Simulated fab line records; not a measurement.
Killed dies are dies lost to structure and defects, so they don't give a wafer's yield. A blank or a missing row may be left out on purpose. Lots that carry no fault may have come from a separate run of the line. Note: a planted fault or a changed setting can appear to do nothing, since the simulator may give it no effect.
Chamber matching + flow nandHarc + rieDiel-10 running NHARC_P_M1_DESCUM_14: 4 sister chambers
The step chemistry O2, time 3 s. 18 wafers are shown with their chamber, then 9 later ones without.

== WAFERS PAIRED WITH THEIR CHAMBERS ==
| wafer  | chamber | drypumpMotorCurrentA (A) | oesProductAu (a.u.) | o2FlowSccm (sccm) |
|--------|---------|--------------------------|---------------------|-------------------|
| L074.1 | 2       | 5.9                      | 1.004               | 200.6             |
| L074.4 | 1       | 5.3                      | 1.009               | 199.9             |
| L074.5 | 3       | 6.2                      | 1.010               | 200.1             |
| L076.3 | 3       | 6.2                      | 0.997               | 200.0             |
| L076.4 | 0       | 5.9                      | 0.982               | 201.6             |
| L076.5 | 2       | 5.8                      | 0.993               | 200.1             |
| L079.2 | 1       | 5.3                      | 1.014               | 199.9             |
| L079.4 | 0       | 5.9                      | 0.984               | 200.8             |
| L079.6 | 3       | 6.2                      | 1.001               | 200.6             |
| L080.1 | 2       | 5.8                      | 1.005               | 198.6             |
| L080.2 | 3       | 6.2                      | 0.995               | 199.5             |
| L080.6 | 2       | 5.8                      | 1.017               | 199.4             |
| L082.1 | 3       | 6.2                      | 1.007               | 200.4             |
| L082.3 | 1       | 5.3                      | 0.991               | 200.0             |
| L082.6 | 0       | 5.9                      | 0.996               | 199.5             |
| L087.4 | 1       | 5.3                      | 0.990               | 199.9             |
| L087.5 | 0       | 5.9                      | 0.984               | 199.8             |
| L087.6 | 3       | 6.3                      | 0.992               | 200.3             |

SIGNATURES (averages over the wafers above)
| reading              | chamber 0 | chamber 1 | chamber 2 | chamber 3 | scatter within a chamber |
|----------------------|-----------|-----------|-----------|-----------|--------------------------|
| drypumpMotorCurrentA | 5.900     | 5.300     | 5.825     | 6.217     | 0.0336                   |
| oesProductAu         | 0.98650   | 1.00100   | 1.00475   | 1.00033   | 0.00892                  |
| o2FlowSccm           | 200.425   | 199.925   | 199.675   | 200.150   | 0.642                    |
Rule: for a wafer and a chamber, the distance is found by dividing, reading by reading, the gap between the wafer's reading and the chamber's mean by the reading's scatter, squaring, summing and taking the root. If the next closest chamber is less than 2 further off than the closest, the wafer can't be placed; otherwise it belongs to the closest. The scatter is the square root of a quotient: the sum, over the shown wafers, of each reading's squared deviation from its chamber's mean, divided by wafers minus chambers.

== WAFERS WITHOUT THEIR CHAMBER ==
| wafer  | drypumpMotorCurrentA (A) | oesProductAu (a.u.) | o2FlowSccm (sccm) |
|--------|--------------------------|---------------------|-------------------|
| L085.1 | 5.3                      | 1.004               | 199.9             |
| L085.3 | 5.9                      | 0.998               | 199.5             |
| L085.5 | 5.3                      | 0.979               | 200.1             |
| L090.1 | 5.3                      | 1.000               | 200.5             |
| L090.2 | 6.1                      | 0.986               | 199.8             |
| L090.3 | 5.9                      | 1.004               | 200.9             |
| L097.1 | 5.9                      | 0.996               | 200.2             |
| L097.2 | 6.2                      | 0.992               | 199.8             |
| L097.3 | 5.9                      | 1.011               | 199.0             |

== CHAMBER TAKEN BY EACH ==
| wafer  | from the rows above     | in truth |
|--------|-------------------------|----------|
| L085.1 | 1                       | 1        |
| L085.3 | can't be placed: 0 or 2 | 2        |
| L085.5 | 1                       | 1        |
| L090.1 | 1                       | 1        |
| L090.2 | 3                       | 3        |
| L090.3 | can't be placed: 0 or 2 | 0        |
| L097.1 | can't be placed: 0 or 2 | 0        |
| L097.2 | 3                       | 3        |
| L097.3 | can't be placed: 2 or 0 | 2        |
Correctly placed: 5 of 9. Unplaceable from these rows: 4, with the true chamber sitting among the candidates in 4. Number placed wrongly: 0.
